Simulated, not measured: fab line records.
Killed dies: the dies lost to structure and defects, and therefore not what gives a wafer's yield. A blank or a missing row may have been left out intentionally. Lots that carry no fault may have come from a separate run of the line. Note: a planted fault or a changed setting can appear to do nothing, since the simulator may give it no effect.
Which tool was responsible? | flow nand-harc | 11 lots with 33 wafers sampled at 5 steps, on a route of 1302 steps

WHAT THE GAUGES SHOWED, per wafer
NHARC_END_SORT_01.
lot  | measured     | on        | killed-at-array
L783 | day 33 15:46 | prober-01 | 667 667 668
L785 | day 34 02:55 | prober-02 | 674 675 673

TOOL THAT RAN EACH LOT (tool first, then ch and the chambers of the sampled wafers, then the start)
lot  | NHARC_A_STAIRCASE_ETCHBACK_422     | NHARC_A_SGD_CUT_ETCH_58            | NHARC_A_SGD_CUT_ETCH_15                       | NHARC_A_SGD_CUT_ETCH_16
L763 | rie-diel-02 ch 0,1, day 20 06:35   | rie-diel-01 ch 2,3, day 20 08:59   | rie-diel-01 ch 0,1, day 20 09:30 or earlier   | rie-diel-01 ch 0,1,3, day 20 09:30
L766 | rie-diel-10 ch 1,2, day 21 04:35   | rie-diel-09 ch 0,1,3, day 21 07:01 | rie-diel-09 ch 0,1,3, day 21 07:31 or earlier | rie-diel-09 ch 1,2,3, day 21 07:31
L768 | rie-diel-10 ch 0,1,3, day 21 14:45 | rie-diel-11 ch 0,1,3, day 21 17:01 | rie-diel-11 ch 0,1, day 21 17:30 or earlier   | rie-diel-11 ch 0,3, day 21 17:30
L770 | rie-diel-10 ch 0,1,2, day 23 02:41 | rie-diel-11 ch 0,2,3, day 23 05:04 | rie-diel-11 ch 0,2,3, day 23 05:34 or earlier | rie-diel-11 ch 0,1,3, day 23 05:34
L771 | rie-diel-07 ch 0,2,3, day 23 11:59 | rie-diel-11 ch 0,1,2, day 23 14:20 | rie-diel-11 ch 0,1,2, day 23 14:49 or earlier | rie-diel-11 ch 0,2,3, day 23 14:49
L772 | rie-diel-07 ch 0,1,2, day 23 12:16 | rie-diel-09 ch 2,3, day 23 14:38   | rie-diel-09 ch 0,1, day 23 15:08 or earlier   | rie-diel-09 ch 0,1, day 23 15:08
L773 | rie-diel-02 ch 2,3, day 23 12:43   | rie-diel-01 ch 0,1,2, day 23 14:56 | rie-diel-01 ch 0,2,3, day 23 15:25 or earlier | rie-diel-01 ch 1,2,3, day 23 15:25
L775 | rie-diel-07 ch 0,1,3, day 24 12:53 | rie-diel-09 ch 0,3, day 24 15:15   | rie-diel-09 ch 0,1,3, day 24 15:46 or earlier | rie-diel-09 ch 0,1,2, day 24 15:46
L783 | rie-diel-02 ch 0,1, day 28 09:12   | rie-diel-11 ch 0,1,3, day 28 11:33 | rie-diel-11 ch 0,2,3, day 28 12:02 or earlier | rie-diel-11 ch 1,2,3, day 28 12:02
L785 | rie-diel-10 ch 0,1,3, day 28 15:46 | rie-diel-11 ch 0,3, day 28 17:55   | rie-diel-11 ch 2,3, day 28 18:26 or earlier   | rie-diel-11 ch 0,1,3, day 28 18:26
L784 | rie-diel-07 ch 0,2,3, day 28 22:00 | rie-diel-01 ch 1,3, day 29 00:17   | rie-diel-01 ch 0,1,3, day 29 00:48 or earlier | rie-diel-01 ch 1,2,3, day 29 00:48
- NHARC_A_STAIRCASE_ETCHBACK_422: etches the open film in CH3F/O2, target depth 40 nm, time 74.286 s.
- NHARC_A_SGD_CUT_ETCH_58: etches the open film in CF4, target depth 39 nm, time 65 s.
- NHARC_A_SGD_CUT_ETCH_15: etches the open film in CH3F/O2, target depth 75 nm, time 64.3 s.
- NHARC_A_SGD_CUT_ETCH_16: etches the open film in C4F8/O2/Ar, target depth 310.5 nm, time 155.2 s.

THE ANSWER, worked out from the rows above alone
Rule: the usual values come from the lots themselves. The widest of any qualifying gaps counts: lots, ordered by their means at a reading, are off when they make up no more than a third of the lots, leave a main group of 4 or more, and stand apart from it by 3 or more times the standard deviation of that group's means. If all means in a main group match to the digits the tables above print for the reading, that group is not used. A lot without any number at a reading at which 4 lots or more have one is off too. Any other lot the step has rows for is counted as sound.
Across all readings shown, no lot is off: no conclusion can be drawn from this.

WHAT THE SIMULATOR PUT IN
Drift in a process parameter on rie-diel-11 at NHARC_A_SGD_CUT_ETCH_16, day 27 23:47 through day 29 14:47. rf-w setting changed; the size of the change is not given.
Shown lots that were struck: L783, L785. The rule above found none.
